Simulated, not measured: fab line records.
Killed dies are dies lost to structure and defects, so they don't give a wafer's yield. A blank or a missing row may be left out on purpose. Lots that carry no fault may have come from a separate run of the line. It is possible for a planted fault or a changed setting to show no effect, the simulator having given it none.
A lot that was struck, set against a sound lot | flow n5 finfet | 14 out of 1938 route steps
Sound: wafers L456.3, L456.4, L456.5. The struck wafers were L464.2, L464.5, L464.6. The cause comes at the end.
Order at every step that has rows: each side's tool, ch and its chambers, its first start. Under that, the readings that differ: sound wafers | struck wafers | difference of the means | sigmas: that difference in standard deviations of wafers without a fault.
alike: readings whose means differ by less than 2 such deviations, and words and numbers that are the same on both sides. not compared: withheld readings, readings that some wafer has no value for, bounds like >300 that may hide the same value, and numbers for which the record gives no deviation and whose values overlap.
The two part at a step that has a row with sigmas, a row that says differs or no value, or rows on one side only. When numbers do not overlap yet have no deviation, they are printed without sigmas and do not part them. A reading missing from all wafers of one side parts the sides only when that side holds two or more wafers.

N5_BEOL_M6_STRIP_67: strips in CF4.
  sound on rie diel-04 ch 2,3, day 9 22:34; struck on rie diel-05 ch 1,2, day 12 08:07
  alike: chamber pressure mTorr, drypump motor current A, oes product au, rf vpp V, showerhead plenum p Torr, throttle valve pct
  not compared: rf hours counter h
N5_BEOL_M6_HM_OPEN_17: chemistry Cl2/BCl3, target TiN, target depth 20 nm, overetch 6 nm.
  sound on rie metal-01 ch 0,1, day 9 22:38; struck on rie metal-02 ch 0,1, day 12 08:10
  reading                        | sound                | struck             | difference | sigmas
  chamber pressure mTorr (mTorr) | 10.011 10.002 10.011 | 10.000 9.989 9.972 | -0.021     | -2
  alike: drypump motor current A, oes product au, throttle valve pct
  not compared: rf hours counter h
N5_BEOL_M6_STRIP_19: strips in O2.
  sound on rie diel-05 ch 0,1,2, day 9 22:43; struck on rie diel-05 ch 0,1,2, day 12 08:16
  alike: chamber pressure mTorr, drypump motor current A, oes product au, rf vpp V, showerhead plenum p Torr, throttle valve pct
  not compared: rf hours counter h
N5_BEOL_M6_CD_MEAS_18: pitch 80 nm, target cd 40 nm.
  sound on cd sem-02 at day 9 22:47; struck on cd sem-01 at day 12 08:20
  alike: cd nm
then, 8 steps without rows for these wafers: N5_BEOL_M6_COAT_63 (time 60 s, resist thk 60 nm); N5_BEOL_M6_COAT_64 (time 60 s, resist thk 12 nm); N5_BEOL_M6_COAT_71 (time 60 s, resist thk 5 nm); N5_BEOL_M6_COAT_22 (resist thk 30 nm); N5_BEOL_M6_EBR_24; N5_BEOL_M6_SOFTBAKE_23 (time 60 s); N5_BEOL_M6_EXPOSE_25 (exposes mask V5, target cd 40 nm); N5_BEOL_M6_PEB_26 (peb time 60 s).
N5_BEOL_M6_DEVELOP_27: develop time 30 s.
  sound on litho track-02 ch 0, day 9 23:35; struck on litho track-01, day 12 10:41
  no value came back on the struck wafers for chill plate temp C (C), develop time s (s), developer temp C (C); on the sound wafers chill plate temp C (C) reads 22.84 23.04 22.86
  reading                                      | sound          | struck   | difference | sigmas
  model.CAR-EUV_of_BEOL_M6_COAT_22.thk nm (nm) | 29.6 29.6 29.4 | 30 30 30 | +0         |
N5_BEOL_M6_CD_MEAS_28: target cd 40 nm.
  sound on cd sem-02 ch 0, day 9 23:38; struck on cd sem-01 ch 0, day 12 10:45
  reading    | sound             | struck | difference                    | sigmas
  cd nm (nm) | 40.23 40.20 40.20 | - - -  | no value on the struck wafers |

== WHERE THEY PART ==
Last at N5_BEOL_M6_CD_MEAS_28 as far as this record goes, first at N5_BEOL_M6_HM_OPEN_17.

WHY: what had been put in by the simulator
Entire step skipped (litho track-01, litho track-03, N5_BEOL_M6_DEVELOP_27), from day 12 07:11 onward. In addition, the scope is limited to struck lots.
